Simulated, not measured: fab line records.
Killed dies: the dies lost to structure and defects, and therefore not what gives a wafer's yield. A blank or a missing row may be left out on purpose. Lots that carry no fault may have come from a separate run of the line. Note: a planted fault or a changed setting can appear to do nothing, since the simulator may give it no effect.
One fault through the eyes of 2 desks + flow n5_finfet + what lay behind the numbers comes last; until then each desk has only its own

== DESK OF THE TOOL OWNER: rie_metal-01 ==
The tool's own readings at N5_BEOL_M6_HM_OPEN_17 (chemistry Cl2/BCl3, target TiN, target depth 20 nm, overetch 6 nm): means of the sampled wafers that have a number, for each lot that ran on this tool. Marked OUT: a lot whose mean sits more than 4 standard deviations from the usual mean, which makes it out of limits; the brackets give that distance.
Columns: A = bias_w at N5_BEOL_M6_HM_OPEN_17, usual 126.0 W; B = drypump_motor_current_A at N5_BEOL_M6_HM_OPEN_17, usual 5.7 A; C = he_backside_leak_sccm at N5_BEOL_M6_HM_OPEN_17, usual 3.38 sccm; D = mfc_cl2_sccm at N5_BEOL_M6_HM_OPEN_17, usual 53.24 sccm; E = oes_product_au at N5_BEOL_M6_HM_OPEN_17, usual 0.67 a.u.; F = throttle_valve_pct at N5_BEOL_M6_HM_OPEN_17, usual 21.99 %
| lot  | first seen here | A     | B   | C    | D     | E    | F     |
|------|-----------------|-------|-----|------|-------|------|-------|
| L676 | day 8 19:12     | 125.8 | 5.7 | 3.29 | 53.06 | 0.65 | 22.05 |
| L678 | day 9 03:39     | 126.1 | 6.2 | 3.35 | 53.34 | 0.64 | 21.73 |
| L679 | day 9 06:08     | 126.0 | 5.9 | 3.46 | 53.16 | 0.54 | 22.14 |
| L681 | day 10 00:12    | 125.8 | 5.5 | 3.29 | 53.46 | 0.55 | 22.31 |
| L692 | day 12 19:25    | 125.6 | 5.5 | 3.21 | 53.28 | 0.63 | 22.16 |
| L693 | day 13 00:39    | 126.0 | 5.9 | 3.29 | 52.98 | 0.63 | 21.95 |
This desk's verdict: no lot among the 6 shows anything out of limits.

== FROM THE METROLOGY DESK ==
What the gauges read for every lot (on any tool): the sampled wafers with a number, averaged. Marked OUT: a lot whose mean sits more than 4 standard deviations from the usual mean, which makes it out of limits; the brackets give that distance. Of its 12 readings 7 are shown: those that lie furthest out on some lot.
Columns: A = DIBL_N at N5_BEOL_M4_RC_MEAS_101, usual 37.5 mV/V; B = ION_N at N5_BEOL_M4_RC_MEAS_101, usual 677 uA/um; C = ION_P at N5_BEOL_M4_RC_MEAS_101, usual 464 uA/um; D = SS_N at N5_BEOL_M4_RC_MEAS_101, usual 72.0 mV/dec; E = SS_P at N5_BEOL_M4_RC_MEAS_101, usual 73.6 mV/dec; F = VT_P at N5_BEOL_M4_RC_MEAS_101, usual -249 mV; G = cd_nm at N5_BEOL_M6_CD_MEAS_35, usual 39.7 nm
| lot  | first seen here | A    | B   | C   | D    | E    | F    | G    |
|------|-----------------|------|-----|-----|------|------|------|------|
| L676 | day 8 02:11     | 37.5 | 679 | 462 | 72.8 | 74.4 | -250 | 40.1 |
| L678 | day 8 13:19     | 37.2 | 664 | 453 | 72.4 | 74.1 | -253 | 39.9 |
| L679 | day 8 14:33     | 37.6 | 669 | 467 | 71.6 | 73.5 | -247 | -    |
| L681 | day 9 10:41     | 37.1 | 671 | 465 | 71.7 | 74.1 | -248 | -    |
| L688 | day 11 07:12    | 37.7 | 673 | 455 | 72.1 | 73.8 | -252 | 39.4 |
| L692 | day 12 02:47    | 36.2 | 674 | 466 | 72.0 | 73.5 | -249 | 40.5 |
| L693 | day 12 09:40    | 39.4 | 670 | 462 | 71.8 | 73.7 | -247 | 40.4 |
| L696 | day 13 06:29    | 38.0 | 695 | 467 | 72.0 | 73.7 | -250 | 40.9 |
This desk's verdict: no lot among the 8 shows anything out of limits.

== TAKEN TOGETHER ==
Nothing out of limits was seen by the tool owner's desk.
From the metrology desk's view, nothing was out of limits.

== WHAT THE SIMULATOR HAD PUT IN ==
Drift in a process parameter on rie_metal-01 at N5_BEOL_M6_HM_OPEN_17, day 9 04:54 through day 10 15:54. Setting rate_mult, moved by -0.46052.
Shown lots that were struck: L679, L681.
